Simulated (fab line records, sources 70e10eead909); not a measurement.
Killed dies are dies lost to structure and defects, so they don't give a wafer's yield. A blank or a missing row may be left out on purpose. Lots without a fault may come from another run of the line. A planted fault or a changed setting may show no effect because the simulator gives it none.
Which tool did it? | flow nand_harc | 13 lots, 39 wafers sampled, at 6 steps of a route of 1302

WHAT THE GAUGES READ, wafer by wafer
NHARC_A_ONON_D1_THK_MEAS_02: measures by ellipsometry.
lot  | measured     | on            | thk_nm (nm)
L343 | day 6 22:16  | film_metro-01 | 1003 1003 1001
L347 | day 8 09:49  | film_metro-02 | 997 999 999
L348 | day 8 15:24  | film_metro-02 | 1003 1004 1004
L346 | day 9 03:47  | film_metro-02 | 1005 1003 1005
L350 | day 9 21:03  | film_metro-02 | 994 995 994
L351 | day 9 21:05  | film_metro-01 | 975 974 975
L352 | day 10 18:40 | film_metro-02 | 1010 1013 1011
L354 | day 11 03:26 | film_metro-01 | 995 992 993
L355 | day 12 03:48 | film_metro-02 | 998 1000 997
L356 | day 12 03:47 | film_metro-01 | 994 994 992
L361 | day 14 07:16 | film_metro-01 | 981 981 981
L362 | day 14 22:26 | film_metro-02 | 998 996 997
L364 | day 15 19:11 | film_metro-01 | 1004 1003 1003

NHARC_A_ONON_D1_THK_MEAS_21: measures by ellipsometry.
lot  | measured     | on            | thk_nm (nm)
L343 | day 7 10:32  | film_metro-02 | 993 994 996
L347 | day 8 20:23  | film_metro-01 | 991 989 991
L348 | day 9 04:10  | film_metro-01 | 1004 1004 1004
L346 | day 9 14:09  | film_metro-02 | 1004 1004 1004
L350 | day 11 00:47 | film_metro-01 | 999 998 999
L351 | day 11 00:47 | film_metro-02 | 1010 1008 1011
L352 | day 11 05:35 | film_metro-01 | 1009 1007 1005
L354 | day 11 14:24 | film_metro-02 | 998 998 997
L355 | day 12 14:54 | film_metro-02 | 990 989 991
L356 | day 12 14:53 | film_metro-01 | 1001 1001 1001
L361 | day 14 17:53 | film_metro-01 | 1007 1006 1006
L362 | day 15 09:19 | film_metro-01 | 631 633 631 633 632 633
L364 | day 16 05:50 | film_metro-02 | 611 612 610 612 610 610

NHARC_END_SORT_01.
lot  | measured     | on        | killed_at_array | killed_at_other | killed_at_periphery | killed_dies | killed_open | killed_short
L362 | day 32 10:44 | prober-02 | 673 671 671     | 0 1 1           | 4 5 5               | 677 677 677 | 8 3 4       | 4 3 3
L364 | day 33 15:46 | prober-01 | 676 673 674     | 0 1 0           | 1 3 3               | 677 677 677 | 3 8 5       | 1 2 2

WHICH TOOL RAN EACH LOT (tool, then ch and the chambers of the sampled wafers, then the start)
lot  | NHARC_A_ZERO_WELL_RTA_16         | NHARC_A_ONON_D1_DEP_19           | NHARC_A_ONON_D1_DEP_33
L343 | rtp_anneal-01 ch 0, day 6 01:10  | pecvd_onon-02 ch 0, day 7 10:05  | pecvd-01 ch 0,2, day 7 12:20
L347 | rtp_anneal-02 ch 0, day 7 12:20  | pecvd_onon-02 ch 0, day 8 19:53  | pecvd-03 ch 1,2, day 8 22:14
L348 | rtp_anneal-01 ch 0, day 7 18:16  | pecvd_onon-01 ch 0, day 9 03:43  | pecvd-03 ch 0,1,2, day 9 05:56
L346 | rtp_anneal-02 ch 0, day 8 05:48  | pecvd_onon-01 ch 0, day 9 13:46  | pecvd-04 ch 0,2, day 9 16:05
L350 | rtp_anneal-01 ch 0, day 8 23:58  | pecvd_onon-01 ch 0, day 11 00:17 | pecvd-03 ch 1,2, day 11 02:33
L351 | rtp_anneal-02 ch 0, day 9 00:47  | pecvd_onon-02 ch 0, day 11 00:20 | pecvd-01 ch 0,1,2, day 11 02:35
L352 | rtp_anneal-01 ch 0, day 9 21:49  | pecvd_onon-02 ch 0, day 11 05:05 | pecvd-03 ch 0,1, day 11 07:20
L354 | rtp_anneal-02 ch 0, day 10 07:05 | pecvd_onon-02 ch 0, day 11 13:53 | pecvd-03 ch 0,1, day 11 16:26
L355 | rtp_anneal-02 ch 0, day 10 21:13 | pecvd_onon-01 ch 0, day 12 14:27 | pecvd-03 ch 0,2, day 12 16:42
L356 | rtp_anneal-02 ch 0, day 11 05:47 | pecvd_onon-03 ch 0, day 12 14:23 | pecvd-04 ch 0,1,2, day 12 16:39
L361 | rtp_anneal-02 ch 0, day 13 11:07 | pecvd_onon-03 ch 0, day 14 17:30 | pecvd-03 ch 1,2, day 14 19:41
L362 | rtp_anneal-01 ch 0, day 14 02:01 | pecvd_onon-01 ch 0, day 15 08:52 | pecvd-04 ch 0,1, day 15 13:11
L364 | rtp_anneal-01 ch 0, day 14 19:24 | pecvd_onon-01 ch 0, day 16 05:22 | pecvd-01 ch 0,1,2, day 16 10:46
- NHARC_A_ZERO_WELL_RTA_16: time 10 s.
- NHARC_A_ONON_D1_DEP_19: target thk 1000 nm.
- NHARC_A_ONON_D1_DEP_33: deposits SiO2, target thk 200 nm.

WHAT THE TOOLS THEMSELVES READ (means of the sampled wafers that have a number; where no wafer has one, the mark that the record gives instead)
NHARC_A_ZERO_WELL_RTA_16.
lot  | tool          | lamp_power_pct (%) | wafer_temp_C_max
L343 | rtp_anneal-01 | 33.2               | 1006.4
L347 | rtp_anneal-02 | 34.4               | 1004.1
L348 | rtp_anneal-01 | 33.2               | 1005.7
L346 | rtp_anneal-02 | 34.4               | 1004.1
L350 | rtp_anneal-01 | 33.1               | 1006.4
L351 | rtp_anneal-02 | 34.4               | 1004.2
L352 | rtp_anneal-01 | 33.2               | 1006.5
L354 | rtp_anneal-02 | 34.4               | 1004.9
L355 | rtp_anneal-02 | 34.4               | 1005.4
L356 | rtp_anneal-02 | 34.4               | 1003.5
L361 | rtp_anneal-02 | 34.4               | 1004.5
L362 | rtp_anneal-01 | 33.2               | 1006.3
L364 | rtp_anneal-01 | 33.2               | 1006.6

NHARC_A_ONON_D1_DEP_33.
lot  | tool     | heater_power_w (W) | throttle_valve_pct (%)
L343 | pecvd-01 | 604                | 15.9
L347 | pecvd-03 | 546                | 15.7
L348 | pecvd-03 | 586                | 15.2
L346 | pecvd-04 | 599                | 15.9
L350 | pecvd-03 | 554                | 15.7
L351 | pecvd-01 | 562                | 16.0
L352 | pecvd-03 | 587                | 15.3
L354 | pecvd-03 | 565                | 15.4
L355 | pecvd-03 | 541                | 15.4
L356 | pecvd-04 | 491                | 16.1
L361 | pecvd-03 | 536                | 15.7
L362 | pecvd-04 | 476                | 16.1
L364 | pecvd-01 | 555                | 15.4

THE ANSWER, worked out from the rows above alone
Rule: what is usual is taken from the lots themselves. Put in order of their means at a reading, lots are off if they are a third of the lots or fewer, leave a main group of 4 or more, and stand apart from it by a gap of 3 or more times the standard deviation of the main group's means; of several such gaps the widest counts. A main group whose means are all the same, to the digits that the tables above print for the reading, isn't used. A lot without any number at a reading at which 4 lots or more have one is off too. The other lots that the step has rows for count as sound. The gauges are gone through in route order, then the tools' own readings, and for those a lot's mean is taken as printed above. The first step at which some lot is off is used, and at that step the reading that is off furthest; a lot without a number counts as furthest.
Off: L362, L364, at NHARC_A_ONON_D1_THK_MEAS_21 (thk_nm). The main group: mean 1000 nm, standard deviation 6.4.
A tool fits if, at a process step before that reading, it ran every lot that is off, and no sound lot after the first of them. The gauges at NHARC_A_ONON_D1_THK_MEAS_21 are tried like those tools. Can't be told from this: 2 tools fit, rtp_anneal-01 at NHARC_A_ZERO_WELL_RTA_16, pecvd_onon-01 at NHARC_A_ONON_D1_DEP_19.

WHAT THE SIMULATOR HAD PUT IN
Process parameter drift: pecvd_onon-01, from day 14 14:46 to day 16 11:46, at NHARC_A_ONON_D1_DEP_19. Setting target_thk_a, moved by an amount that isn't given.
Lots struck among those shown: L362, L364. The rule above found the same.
